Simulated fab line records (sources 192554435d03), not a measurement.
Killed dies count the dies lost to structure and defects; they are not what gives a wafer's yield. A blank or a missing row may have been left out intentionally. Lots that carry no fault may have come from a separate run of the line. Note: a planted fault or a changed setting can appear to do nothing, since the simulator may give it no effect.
Comparing a struck lot with a sound one ; flow n5-finfet ; 45 steps out of a route of 1938
Sound: these wafers, L780.1, L780.4, L780.5. Struck: wafer L790.2; the same lot's L790.4 was not struck, so it is left out; see the end for the cause.
Order at every step that has rows: each side's tool, ch and its chambers, its first start. Under that, the readings that differ: sound wafers ; struck wafers ; difference of the means ; sigmas: that difference in standard deviations of wafers without a fault.
alike: readings with means less than 2 such deviations apart, plus words and numbers identical on both sides. not compared: withheld readings, readings lacking a value on some wafer, bounds such as >300 that could conceal the same value, and numbers that have no deviation in the record and whose values overlap.
The two part at a step that has a row with sigmas, a row that says differs or no value, or rows on one side only. Numbers that have no deviation but don't overlap get no sigmas and don't part them. A reading missing from all wafers of one side parts the sides only when that side holds two or more wafers.

first, 11 steps without rows for these wafers: N5_BEOL_M4_DESCUM_33 (chemistry O2, time 7 s); N5_BEOL_M4_ETCH_77 (etches underlayer in N2/H2, target depth 6.5 nm, time 5.2 s); N5_BEOL_M4_ETCH_69 (etches SiARC in CF4, target depth 15.6 nm, time 26 s); N5_BEOL_M4_ALD_98 (deposits SiO2, target thk 2.5 nm, pulse time 1 s, co reactant pulse time 1 s); N5_BEOL_M4_ETCHBACK_99 (etches SiO2 in CHF3, target depth 5 nm, time 10.4 s); N5_BEOL_M4_ETCH_70 (etches SOC in N2/H2, target depth 80 nm, overetch 24 nm, time 130 s); N5_BEOL_M4_STRIP_71 (strips in N2/H2); N5_BEOL_M4_STRIP_78 (strips in N2/H2); N5_BEOL_M4_VIA_ETCH_34 (etches the open film in C4F6/O2, target depth 69.4 nm, time 65.9 s); N5_BEOL_M4_STRIP_83 (strips in C4F6/O2); N5_BEOL_M4_STRIP_36 (strips in N2/H2).
N5_BEOL_M4_TRENCH_ETCH_37: etches SiOC in C4F6/O2, target depth 55.555 nm, time 29.2 s.
  sound on rie-diel-01 ch 0,3, day 10 12:48; struck on rie-diel-01 ch 1, day 13 06:53
reading;sound;struck;difference;sigmas
run-length-s (s);52.9 52.7 53.1;39.7;-13.2;-27
model.etch.depth-nm (nm);56.8 55.65 55.2;31.65;-24.23;
model.BEOL_M4.feature-depth-nm (nm);56.8 55.6 55.2;31.6;-24.3;
model.TiN_of_BEOL_M4_HM_DEP_02.thk-nm (nm);17.8 17.6 17.6;18.6;+0.9;
  alike: drypump-motor-current-A, oes-product-au, rf-vpp-V, showerhead-plenum-p-Torr, throttle-valve-pct
  not compared: rf-hours-counter-h
then, 2 steps without rows for these wafers: N5_BEOL_M4_ETCH_41 (etches SiCN in CH3F/O2, target depth 29.9 nm, time 52.5 s); N5_BEOL_M4_STRIP_97 (strips in N2/H2, time 10 s).
N5_BEOL_M4_OCD_MEAS_38:
  sound: ocd-01 at day 10 12:57; struck: ocd-02 at day 13 07:02
reading;sound;struck;difference;sigmas
trench-depth-nm (nm);56.6 55.6 55.4;31.4;-24.5;-34
then, 25 steps without rows for these wafers: N5_BEOL_M4_HM_STRIP_39 (strips TiN in peroxide tin strip, target depth 25 nm, time 158 s); N5_BEOL_M4_SRD_40 (time 30 s); N5_BEOL_M4_PRECLEAN_42 (cleans in residue remover, time 60 s); N5_BEOL_M4_SRD_43 (time 30 s); N5_BEOL_M4_DEGAS_44 (time 60 s); N5_BEOL_M4_PRE_CLEAN_45 (time 30 s); N5_BEOL_M4_ALD_84 (deposits TaN, pulse time 2 s, purge time 3 s, co reactant purge time 2 s); N5_BEOL_M4_SURFACE_TREAT_85; N5_BEOL_M4_CVD_47 (deposits Co from CCTBA/H2, target thk 3 nm, time 223.8 s); N5_BEOL_M4_SPUTTER_48 (material Cu, target thk 4.5 nm, time 8.29 s); N5_BEOL_M4_ANNEAL_49 (time 240 s); N5_BEOL_M4_SPUTTER_79 (material Cu, target thk 4.5 nm, time 8.29 s); N5_BEOL_M4_ANNEAL_80 (time 240 s); N5_BEOL_M4_SPUTTER_81 (material Cu, target thk 4.5 nm, time 8.29 s); N5_BEOL_M4_ANNEAL_82 (time 240 s); N5_BEOL_M4_SPUTTER_86 (material Cu, target thk 4.5 nm, time 8.29 s); N5_BEOL_M4_ANNEAL_87 (time 240 s); N5_BEOL_M4_SPUTTER_88 (material Cu, target thk 4.5 nm, time 8.29 s); N5_BEOL_M4_ANNEAL_89 (time 240 s); N5_BEOL_M4_SPUTTER_90 (material Cu, target thk 4.5 nm, time 8.29 s); N5_BEOL_M4_ANNEAL_91 (time 240 s); N5_BEOL_M4_SPUTTER_92 (material Cu, target thk 4.5 nm, time 8.29 s); N5_BEOL_M4_ANNEAL_93 (time 240 s); N5_BEOL_M4_SPUTTER_94 (material Cu, target thk 4.5 nm, time 8.29 s); N5_BEOL_M4_ANNEAL_95 (time 240 s).
N5_BEOL_M4_CMP_52: polishes, stops on SiOC, t overpolish 6.8 s, target thk 40 nm.
  sound on cmp-02 ch 0,1, day 10 16:49; struck on cmp-02 ch 1, day 13 10:50
reading;sound;struck;difference;sigmas
model.Cu_of_BEOL_M4_ECD_50.thk-nm (nm);41.8 39.4 39.8;14.8;-25.5;
  alike: motor-current-A, retaining-ring-pressure-frac
N5_BEOL_M4_THK_MEAS_53: measures by xrf.
  sound: film-metro-02 at day 10 17:07; struck: film-metro-02 at day 13 11:08
reading;sound;struck;difference;sigmas
M4_THK (nm);42.0 39.6 39.7;14.9;-25.5;-18
N5_BEOL_M4_RS_MEAS_58: a four-point-probe measurement.
  sound: film-metro-02 at day 10 17:23; struck: film-metro-01 at day 13 11:23
reading;sound;struck;difference;sigmas
M4_RS (ohm/sq);0.631 0.682 0.673;2.601;+1.939;+75
N5_BEOL_M4_RC_MEAS_101:
  the record has rows for the sound wafers here (prober-01 ch 0, day 10 17:26) and none for the struck ones
-- here the record skips 5 days between the struck wafers' starts before and after, leaving off in module BEOL_M4 and picking up in module PASSIVATION (first step shown: number 1936 of the route) --
N5_PASSIVATION_PROBE_49:
  only the struck wafers here have rows in the record (prober-02, day 18 01:54); the sound ones have none

== WHERE THEY PART ==
First at N5_BEOL_M4_TRENCH_ETCH_37; last, within this record, at N5_PASSIVATION_PROBE_49.

WHY: whatever the simulator had introduced
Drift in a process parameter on rie-diel-01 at N5_BEOL_M4_TRENCH_ETCH_37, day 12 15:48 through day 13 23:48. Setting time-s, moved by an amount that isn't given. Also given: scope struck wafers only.
